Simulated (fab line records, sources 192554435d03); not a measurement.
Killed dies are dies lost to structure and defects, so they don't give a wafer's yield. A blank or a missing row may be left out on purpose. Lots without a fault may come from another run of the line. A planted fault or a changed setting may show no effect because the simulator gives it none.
Chamber matching | flow n5_finfet | N5_BEOL_M14_ETCH_59 on rie_diel-06: 4 sister chambers
The step etches BARC in N2/H2, target depth 89 nm, overetch 26.7 nm, time 67.9 s. 4 wafers are shown with their chamber, then 12 later ones without.

WAFERS WITH THEIR CHAMBER
wafer  | chamber | drypump_motor_current_A (A)
L081.2 | 2       | 5.3
L088.1 | 1       | 6.1
L088.2 | 0       | 5.9
L088.4 | 3       | 5.9

WAFERS WITHOUT THEIR CHAMBER
wafer  | drypump_motor_current_A (A)
L090.1 | 5.9
L090.4 | 5.3
L090.6 | 6.0
L089.1 | 5.3
L089.4 | 5.9
L089.6 | 6.1
L096.2 | 6.0
L096.3 | 5.3
L096.4 | 5.9
L097.2 | 5.3
L097.3 | 6.0
L097.6 | 5.9

WHICH CHAMBER EACH WENT THROUGH
wafer  | from the rows above          | in truth
L090.1 | can't be placed: 0 or 3      | 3
L090.4 | 2                            | 2
L090.6 | can't be placed: 0 or 1 or 3 | 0
L089.1 | 2                            | 2
L089.4 | can't be placed: 0 or 3      | 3
L089.6 | 1                            | 1
L096.2 | can't be placed: 0 or 1 or 3 | 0
L096.3 | 2                            | 2
L096.4 | can't be placed: 0 or 3      | 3
L097.2 | 2                            | 2
L097.3 | can't be placed: 0 or 1 or 3 | 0
L097.6 | can't be placed: 0 or 3      | 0
Placed correctly: 5 of 12. Can't be placed from these rows: 7 (the true chamber is among the candidates in 7). Placed wrongly: 0.
How it was worked out, from the rows above alone: a wafer's distance from a chamber is the root of the sum, over the readings, of the square of ((its reading less the chamber's mean) divided by the reading's scatter). The wafer belongs to the nearest chamber; if the next one is less than 2 further off, it can't be placed. A chamber's mean is the mean of its shown wafers. The scatter: with one shown wafer a chamber, the root of the mean of the squares of how far each hidden wafer lies from its nearest shown one.
